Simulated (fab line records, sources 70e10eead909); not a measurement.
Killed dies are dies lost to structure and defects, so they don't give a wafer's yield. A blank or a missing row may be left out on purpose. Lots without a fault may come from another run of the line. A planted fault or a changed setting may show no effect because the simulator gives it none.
Chamber matching | flow nand_harc | NHARC_A_CONTACT_DEP_85 on pecvd-01: 3 sister chambers
The step deposits SiON, target thk 60 nm. 6 wafers are shown with their chamber, then 9 later ones without.

WAFERS WITH THEIR CHAMBER
wafer  | chamber | heater_power_w (W)
L088.1 | 1       | 672
L087.4 | 2       | 883
L087.6 | 1       | 673
L089.1 | 2       | 921
L089.3 | 0       | 757
L089.4 | 0       | 744

WAFERS WITHOUT THEIR CHAMBER
wafer  | heater_power_w (W)
L090.3 | 870
L090.5 | 763
L090.6 | 872
L094.3 | 771
L094.4 | 770
L094.6 | 918
L096.3 | 895
L096.4 | 898
L096.6 | 654

WHICH CHAMBER EACH WENT THROUGH
wafer  | from the rows above | in truth
L090.3 | 2                   | 2
L090.5 | 0                   | 0
L090.6 | 2                   | 2
L094.3 | 0                   | 0
L094.4 | 0                   | 0
L094.6 | 2                   | 2
L096.3 | 2                   | 2
L096.4 | 2                   | 2
L096.6 | 1                   | 1
Placed correctly: 9 of 9. Can't be placed from these rows: 0. Placed wrongly: 0.
How it was worked out, from the rows above alone: a wafer's distance from a chamber is the root of the sum, over the readings, of the square of ((its reading less the chamber's mean) divided by the reading's scatter). The wafer belongs to the nearest chamber; if the next one is less than 2 further off, it can't be placed. A chamber's mean is the mean of its shown wafers. The scatter: the root of (the sum of the squares of (reading less its chamber's mean) over the shown wafers, divided by (wafers less chambers)).
